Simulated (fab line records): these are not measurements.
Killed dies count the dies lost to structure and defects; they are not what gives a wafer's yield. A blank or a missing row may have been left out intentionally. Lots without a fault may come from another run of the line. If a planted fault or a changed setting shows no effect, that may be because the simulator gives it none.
fab line records	flow n5Finfet
record lots=5	wafers=12	lastDay=19
route steps=1938 shown BEOL_M10@1500 BEOL_M11@1536 BEOL_M15@1830
lots with no fault: from the same line, run without faults
startH: hours from the record's first day to the start of the lot's first wafer shown	waitH: hours since the lot's step before	" identical to the entry in the row above	L1.1+2: a row that stands for several wafers	- no value, or no start was given	* or withheld: withheld	< > ~ a bound
route shown NAME@n: names a module that has steps shown in the file, with the first one's number in the route	usual: the fault-free wafers' mean and standard deviation	same: alike in all rows	chamber/n: place in a boat	sites: per-site readings	_std_site: the values' standard deviation	_edge_site: the outer-site mean with the inner-site mean subtracted	radiusMm: for every site, how far away it sits from the centre of the wafer	mask NAME#n: copy n	behind: the last tool/chamber to shape the wafer	hold: cause of the lot's hold/its duration in hours/its outcome	device: whichever transistor did not switch (one of n, p or np)	end of line: tests of these same wafers at the route's end	step lacking rows: just its recipe	killed: dies lost to structure and defects at the first sort, not the wafer's yield	map: the dies of a wafer, with x for killed, . for not killed, _ for no die there
set.NAME: the setting the step ran with; set.NAME@STEP: the setting that earlier step ran with	model.NAME: the simulator's own value behind a step, which no gauge read
lots at some steps of the route; a table a step, a row a wafer
services: from which hour (startH, from the record's first day; less than 0 if before it) a tool's chamber was out of use, for how many hours, and why
## steps
# step N5_BEOL_M10_PEB_26
# recipe pebTempC=withheld	pebTimeS=60	resist=CAR-ArF
# step N5_BEOL_M10_DEVELOP_27
# recipe developTimeS=30	developer=TMAH	resist=CAR-ArF	rinseLiquid=diw	dry=airSpin	devTempC=23
# step N5_BEOL_M10_DESCUM_33
# recipe chemistry=O2	timeS=7.9	sourcePowerW=50	biasPowerW=20	pressureMtorr=20	rfFrequencyHz=2.712e+07	tempC=40	resist=CAR-ArF	o2FlowSccm=225
# step N5_BEOL_M10_ETCH_65
# recipe chemistry=CF4	target=SiARC	targetDepthA=390	maskMaterial=CAR-ArF	timeS=65	ionEnergyEv=80	pressureMtorr=40	sourceW=545	biasW=36	Ar_flow_sccm=100	cf4FlowSccm=100	ends=cleared
# step N5_BEOL_M10_ETCH_66
# recipe chemistry=N2/H2	target=SOC	targetDepthA=1200	overetchA=240	maskMaterial=SiARC	tempC=40	timeS=180	ionEnergyEv=200	pressureMtorr=30	sourceW=840	biasW=150	n2FlowSccm=200	h2FlowSccm=200
# step N5_BEOL_M10_STRIP_69
# recipe chemistry=N2/H2	tempC=40	n2FlowSccm=200	h2FlowSccm=200	rfFrequencyHz=6e+07
# step N5_BEOL_M10_VIA_ETCH_34
# recipe chemistry=C4F6/O2	target=SiCOH_lowk	targetDepthA=1845	maskMaterial=SOC	taperDeg=4	timeS=69.2	ionEnergyEv=250	pressureMtorr=30	sourceW=345	biasW=185	Ar_flow_sccm=300	C4F6_flow_sccm=10	O2_flow_sccm=10
# step N5_BEOL_M10_STRIP_73
# recipe chemistry=C4F6/O2	resist=SiARC	rfFrequencyHz=6e+07
# step N5_BEOL_M10_STRIP_36
# recipe chemistry=N2/H2	powerW=450	tempC=40	pressureMtorr=20	rfFrequencyHz=6e+07	overashFraction=0.3	biasPowerW=7	h2Frac=0.5	n2FlowSccm=200	h2FlowSccm=200
# step N5_BEOL_M10_TRENCH_ETCH_37
# recipe chemistry=C4F6/O2	targetDepthA=1488.3	target=SiCOH_lowk	timeS=48	ionEnergyEv=250	pressureMtorr=30	sourceW=345	biasW=185	Ar_flow_sccm=300	C4F6_flow_sccm=10	O2_flow_sccm=10
# usual O2_flow_sccm=10.00/0.032	drypumpMotorCurrentA=5.9/0.48	oesProductAu=0.80/0.089	rfVppV=673/14	showerheadPlenumPTorr=2.85/0.12	throttleValvePct=20.9/0.33
lot.wafer	tool	chamber	startH	waitH	O2_flow_sccm	drypumpMotorCurrentA	oesProductAu	rfHoursCounterH	rfVppV	showerheadPlenumPTorr	throttleValvePct	model.BEOL_M10.featureDepthNm	model.etch.depthNm	model.TiN_of_BEOL_M10_HM_DEP_02.thkNm
L286.2	rieDiel-04	1	321.52	-	10.00	6.4	0.82	63	681	2.90	20.7	147.6	147.5	16
L286.5	"	3	"	"	10.05	5.2	0.88	-	699	3.02	20.5	148.2	148.2	15.8
L286.6	"	0	"	"	9.96	6.0	0.70	-	661	2.83	21.4	142.4	142.5	15.8
L297.4	rieDiel-04	0	385.16	-	10.02	6.0	0.64	214	661	2.82	21.5	125.8	125.8	16.4
L297.5	"	1	"	"	9.97	6.4	0.80	-	683	2.89	20.7	146.4	146.3	16
L296.4	rieDiel-04	2	390.39	-	10.02	5.6	0.86	9	698	3.02	20.9	130.4	130.4	16.2
L296.5	"	2	"	"	10.02	5.6	0.94	-	697	3.03	20.9	150.4	150.4	15.6
L299.4	rieDiel-04	1	402.80	-	10.02	6.4	0.74	94	682	2.88	20.7	129.6	129.6	15.8
L299.6	"	2	"	"	10.00	5.6	0.85	-	697	3.02	20.9	131.6	131.6	16.2
L302.1	rieDiel-03	0	411.03	-	10.02	5.7	0.86	48	677	3.01	20.7	148.6	148.6	15.6
L302.4	"	3	"	"	10.04	6.5	0.88	29	661	2.88	20.5	147.4	147.5	16
L302.5	"	0	"	"	9.99	5.6	0.86	-	677	3.01	20.7	147.4	147.4	15.6
# step N5_BEOL_M10_ETCH_41
# recipe chemistry=CH3F/O2	target=SiCN	targetDepthA=426	taperDeg=2	timeS=86	ionEnergyEv=120	maskMaterial=TiN	pressureMtorr=30	sourceW=395	biasW=75	Ar_flow_sccm=150	CH3F_flow_sccm=30	O2_flow_sccm=20
# step N5_BEOL_M10_STRIP_77
# recipe chemistry=N2/H2	timeS=10	powerW=450	tempC=40	pressureMtorr=20	rfFrequencyHz=6e+07	biasPowerW=7	n2FlowSccm=200	h2FlowSccm=200
# step N5_BEOL_M10_OCD_MEAS_38
# usual trenchDepthNm=147.1/2.7
lot.wafer	tool	chamber	startH	waitH	trenchDepthNm
L286.2	ocd-02	-	321.71	-	147.5
L286.5	"	-	"	"	148.0
L286.6	"	-	"	"	142.5
L297.4	ocd-01	-	385.34	-	125.7
L297.5	"	-	"	"	146.6
L296.4	ocd-02	-	390.57	-	130.7
L296.5	"	-	"	"	150.1
L299.4	ocd-01	-	402.99	-	129.6
L299.6	"	-	"	"	131.8
L302.1	ocd-01	-	411.21	-	148.5
L302.4	"	-	"	"	147.8
L302.5	"	-	"	"	147.1
# step N5_BEOL_M10_HM_STRIP_39
# recipe chemistry=peroxideTinStrip	material=TiN	targetDepthA=250	tempC=50	timeS=158
# step N5_BEOL_M10_SRD_40
# recipe timeS=30	tempC=23	rinseLiquid=diw	dry=ipaMarangoni
# step N5_BEOL_M10_PRECLEAN_42
# recipe chemistry=residueRemover	timeS=60	tempC=40
# step N5_BEOL_M10_SRD_43
# recipe timeS=30	tempC=23	rinseLiquid=diw	dry=ipaMarangoni
# step N5_BEOL_M10_CURE_72
# recipe tempC=370	timeS=120	ambient=DMADMS/He	material=SiCOH_lowk
# step N5_BEOL_M10_DEGAS_44
# recipe ambient=vacuum	tempC=250	timeS=60
# step N5_BEOL_M10_PRE_CLEAN_45
# recipe gas=H2/He	timeS=30	tempC=250
# step N5_BEOL_M10_ALD_74
# recipe material=TaN	targetThkA=20	tempC=275	aldPrecursorFamily=PDMAT	aldCoReactant=NH3	pressureTorr=3	carrierFlowSccm=1500	pulseTimeS=2	purgeTimeS=3	coReactantPurgeTimeS=2	coReactantPulseTimeS=3	aldCycles=40	precursorVesselTempC=75	precursorVesselPressureTorr=26.25	precursorVesselCarrierSccm=1000
# step N5_BEOL_M10_SURFACE_TREAT_76
# recipe gas=Ar	timeS=*	ionEnergyEv=*	ionCurrentMaCm2=0.5	pressureMtorr=*	arFlowSccm=30
# step N5_BEOL_M10_CVD_75
# recipe material=Co	targetThkA=20	tempC=withheld	precursor=CCTBA/H2	pressureTorr=30	timeS=138.9
# step N5_BEOL_M10_SPUTTER_48
# recipe material=Cu	targetThkA=120	tempC=-20	biasV=60	powerW=26000	chamberPressurePa=0.13	timeS=2
# step N5_BEOL_M10_ECD_50
# recipe material=Cu	targetThkA=3180
# step N5_BEOL_M10_ANNEAL_51
# recipe tempC=225	timeS=90	ambient=N2
# step N5_BEOL_M10_CMP_52
# recipe stopOn=SiCOH_lowk	tOverpolishS=7	downForcePsi=1	platenRpm=50	clearingPlatenDownForcePsi=1.5	clearingPlatenRpm=50	postCmpClean=cuAlkaline	targetThkNm=140	clearingPlatenPadVelocityMS=0.99484	padVelocityMS=0.99484
# usual barrierFieldEndpointS=28.6/0.68	motorCurrentA=6.3/0.48	overpolishRunS=7.000/0.0094	timeToEndpointS=64.3/2.9
lot.wafer	tool	chamber	startH	waitH	barrierFieldEndpointS	motorCurrentA	overpolishRunS	timeToEndpointS	model.Cu_of_BEOL_M10_ECD_50.thkNm
L286.2	cmp-02	0	324.05	0.3	29.0	5.9	7.010	66.7	138.4
L286.6	"	1	"	"	29.1	6.6	7.001	67.3	133.8
L286.5	"	2	"	"	29.7	6.6	7.001	68.6	138.6
L297.4	cmp-04	0	389.60	0.1	29.3	5.8	6.995	65.5	118.2
L297.5	"	0	"	"	29.8	5.7	7.007	69.3	138.4
L296.4	cmp-02	1	393.28	0.2	28.7	7.1	6.991	60.1	121.2
L296.5	"	0	"	"	29.1	6.0	6.994	63.7	141.4
L299.4	cmp-01	1	405.87	0.1	28.2	6.5	6.989	59.5	119.6
L299.6	"	1	"	"	28.7	6.1	7.009	64.6	121.8
L302.1	cmp-01	0	413.35	0.3	28.1	5.7	6.998	62.1	138.4
L302.4	"	1	"	"	29.1	6.0	7.011	63.0	137
L302.5	"	1	"	"	28.6	6.2	7.003	62.0	138
# step N5_BEOL_M10_THK_MEAS_53
# recipe thkMeasGauge=xrf	reads=Cu_of_BEOL_M10_ECD_50
# usual M10_THK=137.6/2.9
lot.wafer	tool	chamber	startH	waitH	M10_THK[nm]
L286.2	filmMetro-01	-	324.23	-	138.7
L286.5	"	-	"	"	138.7
L286.6	"	-	"	"	133.4
L297.4	filmMetro-02	-	389.90	-	118.1
L297.5	"	-	"	"	138.2
L296.4	filmMetro-02	-	393.54	-	120.4
L296.5	"	-	"	"	140.6
L299.4	filmMetro-02	-	406.16	-	118.8
L299.6	"	-	"	"	120.4
L302.1	filmMetro-01	-	413.65	-	137.8
L302.4	"	-	"	"	137.1
L302.5	"	-	"	"	138.0
# step N5_BEOL_M10_PRE_CLEAN_55
# recipe gas=NH3	timeS=15	tempC=withheld	rfPowerW=300
# step N5_BEOL_M10_DEP_56
# recipe material=SiCN	targetThkA=150	tempC=withheld	precursor=3MS/NH3	pressureTorr=3	rfW=202	timeS=26.5
# step N5_BEOL_M10_RS_MEAS_57
# recipe thkMeasGauge=four-point-probe	reads=Cu_of_BEOL_M10_ECD_50+Co_of_BEOL_M10_CVD_75+TaN_of_BEOL_M10_ALD_74
# usual M10_RS=0.153/0.0035
lot.wafer	tool	chamber	startH	waitH	M10_RS[ohm/sq]
L286.2	filmMetro-01	-	324.38	0.1	0.153
L286.5	"	-	"	"	0.153
L286.6	"	-	"	"	0.158
L297.4	filmMetro-02	-	390.04	0.0	0.182
L297.5	"	-	"	"	0.152
L296.4	filmMetro-02	-	393.67	0.0	0.177
L296.5	"	-	"	"	0.149
L299.4	filmMetro-01	-	406.33	0.1	0.179
L299.6	"	-	"	"	0.176
L302.1	filmMetro-02	-	413.78	0.1	0.153
L302.4	"	-	"	"	0.155
L302.5	"	-	"	"	0.153
# step N5_BEOL_M11_ILD_DEP_00
# recipe material=SiCOH_lowk	targetThkA=3085.1	tempC=300	precursor=DEMS/porogen	pressureTorr=5	rfW=500	timeS=58
# step N5_BEOL_M11_CURE_71
# recipe tempC=385	timeS=240	ambient=He/Ar	material=SiCOH_lowk
# step N5_BEOL_M11_PECVD_70
# recipe material=SiO2	targetThkA=200	tempC=400	precursor=TEOS/O2	pressureTorr=5.5	rfW=450	teosFlowSccm=53.8	gas=O2	flowSccm=3000	timeS=22.7
# step N5_BEOL_M11_HM_DEP_02
# recipe material=TiN	targetThkA=200	tempC=25	chamberPressurePa=0.49996
# step N5_BEOL_M11_COAT_59
# recipe resist=SOC	tempC=250	timeS=60	spinRpm=1500	resistThkNm=100
# step N5_BEOL_M15_RC_MEAS_101
# usual etestTempC=25.01/0.091	COMB_M10=1.5e-11/3.7e-12	COMB_M11=1.4e-11/3e-12	COMB_M12=6.2e-12/1.4e-12	COMB_M13=5e-12/1.1e-12	COMB_M13_max_site=7.1e-12/1.7e-12	COMB_M14=3.6e-12/8.2e-13	COMB_M15=2.7e-12/7.1e-13	COMB_M5=3.9e-11/8.6e-12	COMB_M6=2.5e-11/5.7e-12	COMB_M7=2.6e-11/5.5e-12	COMB_M8=2.6e-11/5.4e-12	COMB_M8_max_site=3.8e-11/9.1e-12	COMB_M9=1.43e-11/3e-12	SERP_M10=3.11/0.083	SERP_M10_max_site=3.20/0.089	SERP_M11=3.07/0.073	SERP_M12=0.643/0.02	SERP_M13=0.310/0.0051	SERP_M14=0.163/0.0032	SERP_M14_max_site=0.164/0.0033	SERP_M5=38.7/1.9	SERP_M6=14.0/0.66	SERP_M7=13.8/0.55	SERP_M8=14.3/0.52	SERP_M9=3.05/0.079
lot.wafer	tool	chamber	startH	waitH	etestTempC	COMB_M10[S/m]	COMB_M11[S/m]	COMB_M12[S/m]	COMB_M13[S/m]	COMB_M13_max_site[S/m]	COMB_M14[S/m]	COMB_M15[S/m]	COMB_M5[S/m]	COMB_M6[S/m]	COMB_M7[S/m]	COMB_M8[S/m]	COMB_M8_max_site[S/m]	COMB_M9[S/m]	SERP_M10[ohm/um]	SERP_M10_max_site[ohm/um]	SERP_M11[ohm/um]	SERP_M12[ohm/um]	SERP_M13[ohm/um]	SERP_M14[ohm/um]	SERP_M14_max_site[ohm/um]	SERP_M5[ohm/um]	SERP_M6[ohm/um]	SERP_M7[ohm/um]	SERP_M8[ohm/um]	SERP_M9[ohm/um]
L286.2	prober-02	0	362.32	0.2	24.84	1.7e-11	1.2e-11	7.6e-12	4e-12	4.5e-12	3.1e-12	3.6e-12	4e-11	2.1e-11	2.9e-11	2.2e-11	3.1e-11	1.12e-11	3.10	3.20	3.23	0.609	0.318	0.168	0.172	36.9	13.9	13.8	13.6	3.05
L286.5	"	0	"	"	24.85	1.6e-11	1e-11	5.4e-12	3.7e-12	5.3e-12	3.2e-12	1.8e-12	4.4e-11	2.5e-11	2.1e-11	2.8e-11	4.5e-11	1.29e-11	3.14	3.24	3.12	0.598	0.312	0.169	0.170	38.0	14.1	13.3	16.2	3.10
L286.6	"	0	"	"	25.11	1.8e-11	1e-11	8.7e-12	3.8e-12	6.6e-12	4.3e-12	2.1e-12	3.5e-11	2e-11	2.7e-11	1.7e-11	2.3e-11	1.4e-11	3.21	3.29	3.17	0.600	0.320	0.165	0.167	37.8	14.2	13.8	13.5	3.07
L297.4	prober-02	0	424.46	0.5	25.07	1.1e-11	1.3e-11	4.4e-12	3.6e-12	6.3e-12	3.4e-12	2.1e-12	4.2e-11	2.7e-11	2.6e-11	1.9e-11	2.6e-11	1.23e-11	3.71	3.81	3.16	0.659	0.310	0.168	0.168	38.7	14.4	13.7	13.9	3.09
L297.5	"	0	"	"	24.94	1.5e-11	1.4e-11	5.2e-12	4.8e-12	7.8e-12	2.5e-12	1.9e-12	3.5e-11	2.6e-11	2.6e-11	2.7e-11	3.4e-11	1.13e-11	3.07	3.28	3.07	0.625	0.307	0.165	0.166	41.6	14.7	13.9	14.4	3.03
L296.4	prober-01	0	424.97	0.5	24.89	1.7e-11	1.8e-11	6.2e-12	6.2e-12	8.3e-12	3.5e-12	3.9e-12	4.1e-11	2.8e-11	1.8e-11	3.1e-11	4.1e-11	1.11e-11	3.60	3.74	3.15	0.622	0.313	0.165	0.167	38.5	13.8	13.4	13.6	2.99
L296.5	"	0	"	"	25.00	2.5e-11	1.6e-11	6.7e-12	4.9e-12	6.8e-12	5.7e-12	3.4e-12	4.9e-11	2.9e-11	1.7e-11	4.6e-11	7.3e-11	1.67e-11	3.01	3.15	3.03	0.603	0.310	0.162	0.164	35.8	14.4	12.8	14.2	2.99
L299.4	prober-02	0	441.32	0.5	24.96	1.3e-11	1.2e-11	5.7e-12	6.8e-12	9.1e-12	3.4e-12	1.7e-12	3.9e-11	2.3e-11	2.3e-11	2e-11	2.6e-11	1.35e-11	3.69	3.87	3.03	0.678	0.317	0.164	0.166	40.5	13.4	13.8	14.2	3.11
L299.6	"	0	"	"	24.94	1.7e-11	1.2e-11	6.7e-12	4.9e-12	6.5e-12	2.4e-12	1.8e-12	4.5e-11	1.3e-11	2.4e-11	2.6e-11	3.1e-11	1.14e-11	3.60	3.77	2.96	0.628	0.315	0.160	0.163	40.2	13.5	13.8	13.4	3.14
L302.1	prober-02	0	446.77	0.0	25.02	1.4e-11	1.3e-11	4.7e-12	7.3e-12	1.07e-11	3.5e-12	2.4e-12	4.2e-11	2.2e-11	2.2e-11	2.2e-11	4e-11	1.12e-11	3.13	3.19	2.95	0.632	0.311	0.161	0.162	40.2	15.3	14.9	14.7	3.11
L302.4	"	0	"	"	24.98	1.6e-11	1.5e-11	5.2e-12	6e-12	7e-12	2.6e-12	2.6e-12	2.6e-11	2.1e-11	2.5e-11	2.3e-11	3.4e-11	1.33e-11	3.20	3.34	3.08	0.603	0.307	0.160	0.161	38.3	14.6	13.8	12.8	3.05
L302.5	"	0	"	"	25.08	1.5e-11	1.2e-11	3.2e-12	4.1e-12	5.1e-12	2.4e-12	2.2e-12	3.6e-11	3.3e-11	2.2e-11	2.2e-11	3.7e-11	1.96e-11	3.10	3.18	3.23	0.604	0.312	0.163	0.166	40.2	14.9	14.8	14.3	3.04
# sites SERP_M10 radiusMm=0,75,75,75,75,140,140,140,140
L286.2 3.04 3.04 3.16 3.11 3.06 3.10 3.20 3.20 3.10
L297.4 3.71 3.75 3.65 3.66 3.78 3.78 3.68 3.64 3.81
L296.4 3.46 3.47 3.61 3.56 3.61 3.50 3.74 3.60 3.69
L299.4 3.48 3.65 3.61 3.69 3.60 3.71 3.78 3.87 3.80
L302.1 3.19 3.16 3.13 3.14 3.17 3.12 3.02 3.03 3.09
## services
tool	chamber	startH	hours	kind
rieDiel-03	3	303.59	-	clean
rieDiel-03	3	303.59	-	consumableReplace:focusRing
rieDiel-03	3	303.59	24.1	scheduledDown
cmp-02	-	331.91	3.7	repair
cmp-04	-	340.38	1.5	repair
rieDiel-03	0	346.69	3.6	repair
rieDiel-04	2	349.27	-	clean
rieDiel-04	2	349.27	-	consumableReplace:focusRing
rieDiel-04	2	349.27	-	consumableReplace:showerhead
rieDiel-04	2	349.27	16.0	scheduledDown
rieDiel-04	2	349.27	16.0	ventCycle
cmp-01	-	351.41	0.6	repair
rieDiel-03	3	355.22	1.7	repair
cmp-01	-	356.48	5.5	pm
cmp-02	-	357.00	0.5	repair
rieDiel-03	0	357.58	3.6	repair
rieDiel-04	0	357.66	5.9	repair
cmp-02	-	362.91	10.7	pm
cmp-04	-	371.44	7.4	repair
rieDiel-03	-	374.21	0.7	repair
cmp-02	-	384.46	2.4	repair
cmp-04	-	390.71	4.0	pm
cmp-01	-	393.76	4.0	repair
cmp-01	-	405.18	0.3	repair
## key
firstSign step=N5_BEOL_M10_OCD_MEAS_38	reading=trenchDepthNm	direction=down	sigmas=6.5	usual=147.1	struck=129.5
effect step=N5_BEOL_M10_THK_MEAS_53	reading=M10_THK	direction=down	sigmas=6.2	usual=137.6	struck=119.4
effect step=N5_BEOL_M10_RS_MEAS_57	reading=M10_RS	direction=up	sigmas=7	usual=0.153	struck=0.178
effect step=N5_BEOL_M15_RC_MEAS_101	reading=SERP_M10	direction=up	sigmas=6.5	usual=3.11	struck=3.65
modelEffect step=N5_BEOL_M10_TRENCH_ETCH_37	value=BEOL_M10.featureDepthNm	without=147.9	struck=129.3
modelEffect step=N5_BEOL_M10_CMP_52	value=Cu_of_BEOL_M10_ECD_50.thkNm	without=138.7	struck=120.2
metAt N5_BEOL_M10_TRENCH_ETCH_37
struckWafers L296.4,L297.4,L299.4,L299.6
onsetBetween 321.52 385.16
fault kind=processParameterDrift	tool=rieDiel-04	chamber=-	onsetH=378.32	steps=N5_BEOL_M10_TRENCH_ETCH_37	channel=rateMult	offset=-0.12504	shape=step	endH=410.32	scope=struckWafersOnly
